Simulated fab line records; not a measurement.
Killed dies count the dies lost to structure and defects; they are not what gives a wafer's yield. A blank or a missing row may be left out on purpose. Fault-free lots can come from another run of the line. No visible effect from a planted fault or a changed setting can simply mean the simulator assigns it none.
Lot-split experiment	flow n5 finfet	21 wafers read across 7 lots, on a route 1938 steps long

## ON THE SPLIT
At N5_BEOL_M4_ILD_DEP_00 (deposits SiOC from DEMS/O2, target thk 79 nm, time 15.3 s), the setting time s was moved away from the recipe's 15.3 s on 13 of the 21 wafers read, by -14.0% to +10.1%. This setting was run at the recipe's value on the other wafers.

Between the split and the reading, the file records no step.

## THE READING
M4_ILD_THK in nanometres, read at N5_BEOL_M4_THK_MEAS_01. Fault-free wafers of this fab line usually give 78.7 nm, standard deviation 0.98 nm.

wafer	tool, chamber at the split	time s as run, s	against the recipe	M4_ILD_THK, nm	against lot-mates on the recipe
L077.1	pecvd-03, 2	16.12	+5.4%	82.5	no lot-mate on the recipe
L077.3	pecvd-03, 1	16.12	+5.4%	81.8	no lot-mate on the recipe
L077.4	pecvd-03, 1	16.12	+5.4%	83.6	no lot-mate on the recipe
L081.3	pecvd-01, 2	13.16	-14.0%	66.4	-12.5
L081.5	pecvd-01, 1	13.16	-14.0%	69.6	-9.3
L081.6	pecvd-01, 2	15.3	recipe	78.9	-
L088.1	pecvd-01, 1	16.85	+10.1%	86.1	+7.2
L088.3	pecvd-01, 2	16.85	+10.1%	85.1	+6.2
L088.5	pecvd-01, 1	15.3	recipe	78.9	-
L090.1	pecvd-02, 1	15.3	recipe	78.9	-
L090.4	pecvd-02, 1	15.3	recipe	79.2	-
L090.5	pecvd-02, 2	15.3	recipe	78.1	-
L091.3	pecvd-02, 2	13.53	-11.6%	69.1	-9.7
L091.4	pecvd-02, 2	13.53	-11.6%	70.6	-8.2
L091.6	pecvd-02, 0	15.3	recipe	78.8	-
L095.3	pecvd-02, 1	15.3	recipe	78.4	-
L095.4	pecvd-02, 0	16.13	+5.4%	84.4	+6.0
L095.6	pecvd-02, 2	16.13	+5.4%	84.6	+6.2
L096.1	pecvd-01, 2	13.83	-9.6%	70.6	-8.8
L096.4	pecvd-01, 2	15.3	recipe	79.4	-
L096.5	pecvd-01, 1	13.83	-9.6%	71.2	-8.2

THE FIT
A straight line over all 21 wafers: M4_ILD_THK changes by +0.772 nm for each +1% of time s; r = +0.99; the points scatter about the line by 0.95 nm.
The same after taking each lot's own level away (the mean of its wafers on the recipe; 18 wafers): +0.792 nm for each +1%; r = +0.99; scatter 1.1 nm.
The reading moves by 11 nm for the largest change in time s, on that fit.
The span of the lots' own levels, 78.40 to 79.40 nm, comes to 1.0 times the standard deviation stated above.
So the lot-to-lot level changes the slope little: the two slopes agree.
Check: with one of the wafers moved furthest among these (-14.0%) left out of the fit, the line predicts -10.7 nm for it against its lot-mates. Against them it came out at -12.5 nm.

## ADDITIONAL SPLITS CARRIED BY THESE WAFERS
Note: prior to the reading, these wafers also went through further splits. Each is held against what the fit with the lots' levels taken away leaves over:
other split on the same wafers	wafers away from the commonest value	r with M4_ILD_THK (lot level and that fit taken away)
N5_BEOL_M0_CUTY_EXPOSE_54 dose mj	6	+0.19
N5_BEOL_M0_CUTY_DESCUM_61 time s	8	+0.45
N5_BEOL_M2_PECVD_72 temp c	4	-0.13
N5_BEOL_M2_COAT_62 spin rpm	11	+0.37

## THE WHOLE CHAIN: every reading that the file lists as answering this split, in the file's order
step	what it does	reading	change (the file's fit)	r (the file's)
N5_BEOL_M4_ILD_DEP_00	deposits SiOC from DEMS/O2, target thk 79 nm, time 15.3 s	SiOC_of_BEOL_M4_ILD_DEP_00.thk nm (the simulator's own value, which no gauge read)	+0.794 nm for each +1% of the setting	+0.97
N5_BEOL_M4_THK_MEAS_01		M4_ILD_THK	+0.794 for each +1% of the setting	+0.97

## THE FILE'S OWN FIT
M4_ILD_THK changes by +0.794 nm for each +1% of time s, r = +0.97.
